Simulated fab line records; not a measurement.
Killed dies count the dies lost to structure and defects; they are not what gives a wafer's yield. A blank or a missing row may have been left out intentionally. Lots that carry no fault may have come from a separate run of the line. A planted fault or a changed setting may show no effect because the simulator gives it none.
A struck lot beside a sound one -- flow n5Finfet -- 23 out of 1938 route steps
Sound: the wafers L162.1, L162.5, L162.6. Wafers struck: L174.4, L174.5, L174.6. The cause is named last.
Order at every step that has rows: each side's tool, ch and its chambers, its first start. Under that, the readings that differ: sound wafers -- struck wafers -- difference of the means -- sigmas: that difference in standard deviations of wafers without a fault.
alike: same words and numbers on both sides, and readings whose means sit less than 2 such deviations apart. not compared: any withheld reading, any reading some wafer has no value for, any bound like >300 that may hide the same value, and any number with overlapping values for which the record gives no deviation.
Wherever a step has rows on one side only, a row that says differs or no value, or a row with sigmas, the two part there. Non-overlapping numbers with no deviation appear without sigmas and do not part them. Lack of a reading on every wafer of one side parts them only where that side has two or more wafers.

first, 11 steps without rows for these wafers: N5_BEOL_M7_ETCH_62 (etches SOC in N2/H2, target depth 110 nm, overetch 22 nm, time 165 s); N5_BEOL_M7_STRIP_68 (strips in N2/H2); N5_BEOL_M7_STRIP_67 (strips in CF4); N5_BEOL_M7_HM_OPEN_17 (chemistry Cl2/BCl3, target TiN, target depth 20 nm, overetch 6 nm); N5_BEOL_M7_STRIP_19 (strips in O2); N5_BEOL_M7_COAT_63 (time 60 s, resist thk 60 nm); N5_BEOL_M7_COAT_64 (time 60 s, resist thk 12 nm); N5_BEOL_M7_COAT_71 (time 60 s, resist thk 5 nm); N5_BEOL_M7_COAT_22 (resist thk 30 nm); N5_BEOL_M7_EBR_24; N5_BEOL_M7_SOFTBAKE_23 (time 60 s).
N5_BEOL_M7_EXPOSE_25: exposes mask V6, target cd 40 nm.
  sound on euvScanner-01 ch 0, day 10 07:29; struck on euvScanner-01 ch 0, day 13 06:13
reading,sound,struck,difference,sigmas
exposureDoseMJCm2,42.45 42.32 42.39,44.87 44.84 44.93,+2.49,+42
  alike: mask
then, 2 steps without rows for these wafers: N5_BEOL_M7_PEB_26 (peb time 60 s); N5_BEOL_M7_DEVELOP_27 (develop time 30 s).
N5_BEOL_M7_CD_MEAS_28: target cd 40 nm.
  sound on cdSem-01 ch 0, day 10 07:37; struck on cdSem-01 ch 0, day 13 06:20
reading,sound,struck,difference,sigmas
cdNm (nm),40.09 39.74 39.99,41.57 41.22 41.34,+1.44,+6
N5_BEOL_M7_DESCUM_33: chemistry O2, time 7 s.
  sound on rieDiel-02 ch 0,2,3, day 10 07:45; struck on rieDiel-03 ch 0,1,3, day 13 06:28
reading,sound,struck,difference,sigmas
model.BEOL_M7.cdNm (nm),40 40.2 40.2,41.4 41.2 41.2,+1.1,
  alike: biasPowerW, drypumpMotorCurrentA, oesProductAu, rfVppV, showerheadPlenumPTorr, throttleValvePct
  not compared: rfHoursCounterH
then, 5 steps without rows for these wafers: N5_BEOL_M7_ETCH_72 (etches underlayer in N2/H2, target depth 6.5 nm, time 5.2 s); N5_BEOL_M7_ETCH_65 (etches SiARC in CF4, target depth 15.6 nm, time 26 s); N5_BEOL_M7_ETCH_66 (etches SOC in N2/H2, target depth 80 nm, overetch 16 nm, time 120 s); N5_BEOL_M7_STRIP_69 (strips in N2/H2); N5_BEOL_M7_STRIP_73 (strips in N2/H2).
N5_BEOL_M7_VIA_ETCH_34: etches SiCOH lowk in C4F6/O2, target depth 125.5 nm, time 50.5 s.
  sound on rieDiel-02 ch 0,2,3, day 10 07:56; struck on rieDiel-03 ch 0,1,3, day 13 06:39
reading,sound,struck,difference,sigmas
model.BEOL_M7.cdNm (nm),40 40 40.8,41.2 41.2 41.8,+1.1,
  alike: drypumpMotorCurrentA, mfcArSccm, oes_o_777_au, oesProductAu, rfVppV, showerheadPlenumPTorr, throttleValvePct
  not compared: rfHoursCounterH
then, 1 step without rows for these wafers: N5_BEOL_M7_STRIP_76 (strips in C4F6/O2).

## WHERE THEY PART
First at N5_BEOL_M7_EXPOSE_25; last, within this record, at N5_BEOL_M7_CD_MEAS_28. Later steps at which nothing parts them and some readings are alike: N5_BEOL_M7_DESCUM_33, N5_BEOL_M7_VIA_ETCH_34.

WHY: what had been put in by the simulator
Drift in process parameters on euvScanner-01 at N5_BEOL_M7_EXPOSE_25, starting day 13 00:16. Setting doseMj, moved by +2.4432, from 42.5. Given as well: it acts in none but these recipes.
